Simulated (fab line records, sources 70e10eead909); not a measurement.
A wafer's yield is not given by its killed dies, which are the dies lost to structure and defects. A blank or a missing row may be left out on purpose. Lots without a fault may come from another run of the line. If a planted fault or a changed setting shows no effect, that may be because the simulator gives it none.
One fault through the eyes of 3 desks + flow nand-harc + numbers are kept per desk, each desk with only its own; the story behind them comes last

== FOR THE TOOL OWNER'S DESK: pecvd-onon-03 ==
The tool's own readings at NHARC_A_ONON_D1_DEP_28 (target thk 1000 nm): means of the sampled wafers that have a number, for each lot that ran on this tool. The brackets show how far a lot's mean lies from the usual mean; more than 4 standard deviations puts the lot out of limits, marked OUT.
Columns: A = susceptor-temp-C at NHARC_A_ONON_D1_DEP_28, usual 400.00 C
| lot  | first seen here | A      |
|------|-----------------|--------|
| L547 | day 8 16:00     | 399.97 |
| L551 | day 9 16:52     | 400.16 |
| L553 | day 10 03:58    | 399.94 |
| L567 | day 13 07:19    | 399.68 |
Finding of this desk: none of the 4 lots has anything out of limits.

== THE DEFECT DESK ==
Lot by lot, what the route's inspections counted, given as the mean of those sampled wafers with a number. The brackets show how far a lot's mean lies from the usual mean; more than 4 standard deviations puts the lot out of limits, marked OUT.
Columns: A = raw-defect-count at NHARC_A_START_INSPECT_01, usual 3.5
| lot  | first seen here | A   |
|------|-----------------|-----|
| L544 | day 6 15:05     | 3.7 |
| L545 | day 7 04:14     | 2.7 |
| L547 | day 7 05:47     | 1.3 |
| L549 | day 7 20:46     | 5.3 |
| L551 | day 8 04:41     | 2.0 |
| L553 | day 8 15:38     | 3.7 |
| L556 | day 9 18:22     | 4.0 |
| L557 | day 9 19:01     | 3.0 |
| L562 | day 10 21:39    | 3.0 |
| L563 | day 11 01:12    | 5.0 |
| L564 | day 11 12:42    | 2.7 |
| L565 | day 11 18:03    | 5.0 |
| L567 | day 11 22:34    | 4.0 |
Finding of this desk: none of the 13 lots has anything out of limits.

== METROLOGY DESK ==
Lot by lot, what the gauges showed, no matter which tool ran the lot: averages of those sampled wafers that carry a number. The brackets show how far a lot's mean lies from the usual mean; more than 4 standard deviations puts the lot out of limits, marked OUT.
Columns: A = thk-nm at NHARC_P_BONDPAD_THK_MEAS_20, usual 160.6 nm; B = thk-nm at NHARC_A_ONON_D1_THK_MEAS_30, usual 999 nm
| lot  | first seen here | A     | B              |
|------|-----------------|-------|----------------|
| L544 | day 6 14:24     | 159.6 | 991            |
| L545 | day 7 03:34     | 160.6 | 992            |
| L547 | day 7 05:07     | 161.6 | 1007           |
| L549 | day 7 20:05     | 159.4 | 991            |
| L551 | day 8 03:59     | 158.9 | 1593 (+71) OUT |
| L553 | day 8 14:58     | 160.7 | 1591 (+70) OUT |
| L556 | day 9 17:40     | 160.2 | 992            |
| L557 | day 9 18:20     | 160.4 | 996            |
| L562 | day 10 20:36    | 159.0 | 1006           |
| L563 | day 11 00:26    | 159.7 | 998            |
| L564 | day 11 11:57    | 160.8 | 1008           |
| L565 | day 11 17:14    | 161.4 | 1010           |
| L567 | day 11 21:54    | 160.8 | 984            |
Finding of this desk: L551, L553 out of limits; the first was L551 at day 9 17:22, on thk-nm at NHARC_A_ONON_D1_THK_MEAS_30. L544, L545, L547, L549, L556, L557, L562, L563, L564, L565, L567: within limits.

== PUT TOGETHER ==
L551, L553 would have let the metrology desk raise an alarm at day 9 17:22.
The desk of the tool owner found nothing out of limits.
Nothing the defect desk looked at was out of limits.
On record at the tool owner's desk: L551, L553, within its limits.
The defect desk has L551, L553 on record, within its limits.
Every lot named ran NHARC_A_ONON_D1_DEP_28 on pecvd-onon-03.

== WHAT WAS PUT IN BY THE SIMULATOR ==
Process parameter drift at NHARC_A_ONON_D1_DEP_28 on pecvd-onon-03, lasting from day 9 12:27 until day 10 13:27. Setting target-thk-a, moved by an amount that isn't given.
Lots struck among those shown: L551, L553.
Hours from the fault's start to each desk's first reading out of limits: the metrology desk, 5.
